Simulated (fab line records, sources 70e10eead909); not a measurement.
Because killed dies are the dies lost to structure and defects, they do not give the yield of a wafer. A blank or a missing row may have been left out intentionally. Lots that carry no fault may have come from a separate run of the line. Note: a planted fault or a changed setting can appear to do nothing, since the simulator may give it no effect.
Matching of chambers || flow nand_harc || 3 sister chambers for NHARC_THIN_TSV_ETCHBACK_48 on rie_diel-10
The step etches the open film in C4F8/Ar, target depth 1028.5 nm, time 405.17 s. 14 wafers are shown with their chamber, then 3 later ones without.

## WAFERS, EACH WITH ITS CHAMBER
{"wafer": "L220.1", "chamber": 2, "rf_vpp_V (V)": 552, "oes_product_au (a.u.)": 0.917}
{"wafer": "L220.2", "chamber": 0, "rf_vpp_V (V)": 552, "oes_product_au (a.u.)": 0.931}
{"wafer": "L220.5", "chamber": 0, "rf_vpp_V (V)": 553, "oes_product_au (a.u.)": 0.935}
{"wafer": "L222.1", "chamber": 2, "rf_vpp_V (V)": 551, "oes_product_au (a.u.)": 0.968}
{"wafer": "L222.2", "chamber": 0, "rf_vpp_V (V)": 553, "oes_product_au (a.u.)": 0.968}
{"wafer": "L222.6", "chamber": 0, "rf_vpp_V (V)": 552, "oes_product_au (a.u.)": 0.966}
{"wafer": "L219.1", "chamber": 2, "rf_vpp_V (V)": 551, "oes_product_au (a.u.)": 0.916}
{"wafer": "L219.4", "chamber": 0, "rf_vpp_V (V)": 553, "oes_product_au (a.u.)": 0.929}
{"wafer": "L219.6", "chamber": 1, "rf_vpp_V (V)": 543, "oes_product_au (a.u.)": 0.920}
{"wafer": "L224.2", "chamber": 1, "rf_vpp_V (V)": 541, "oes_product_au (a.u.)": 0.922}
{"wafer": "L224.4", "chamber": 2, "rf_vpp_V (V)": 552, "oes_product_au (a.u.)": 0.925}
{"wafer": "L224.6", "chamber": 0, "rf_vpp_V (V)": 553, "oes_product_au (a.u.)": 0.941}
{"wafer": "L223.1", "chamber": 0, "rf_vpp_V (V)": 552, "oes_product_au (a.u.)": 0.921}
{"wafer": "L223.2", "chamber": 1, "rf_vpp_V (V)": 541, "oes_product_au (a.u.)": 0.923}

SIGNATURES (means of the wafers above)
{"reading": "rf_vpp_V", "chamber 0": 552.57, "chamber 1": 541.67, "chamber 2": 551.50, "scatter within a chamber": 0.699}
{"reading": "oes_product_au", "chamber 0": 0.94157, "chamber 1": 0.92167, "chamber 2": 0.93150, "scatter within a chamber": 0.0187}
Rule: for a wafer and a chamber, the distance is found by dividing, reading by reading, the gap between the wafer's reading and the chamber's mean by the reading's scatter, squaring, summing and taking the root. The wafer belongs to the nearest chamber; if the next one is less than 2 further off, it can't be placed. How the scatter is found: for the shown wafers, subtract from each reading the mean of its chamber, square and add these, divide the total by (wafers less chambers), then take the root.

## WAFERS WHOSE CHAMBER IS MISSING
{"wafer": "L240.2", "rf_vpp_V (V)": 552, "oes_product_au (a.u.)": 0.959}
{"wafer": "L240.3", "rf_vpp_V (V)": 541, "oes_product_au (a.u.)": 0.982}
{"wafer": "L238.2", "rf_vpp_V (V)": 551, "oes_product_au (a.u.)": 1.004}

## WHICH CHAMBER EACH ONE RAN IN
{"wafer": "L240.2", "from the rows above": "can't be placed: 0 or 2", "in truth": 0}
{"wafer": "L240.3", "from the rows above": 1, "in truth": 1}
{"wafer": "L238.2", "from the rows above": "can't be placed: 2 or 0", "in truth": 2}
1 of 3 placed correctly. Can't be placed from these rows: 2 (the true chamber is among the candidates in 2). 0 placed wrongly.
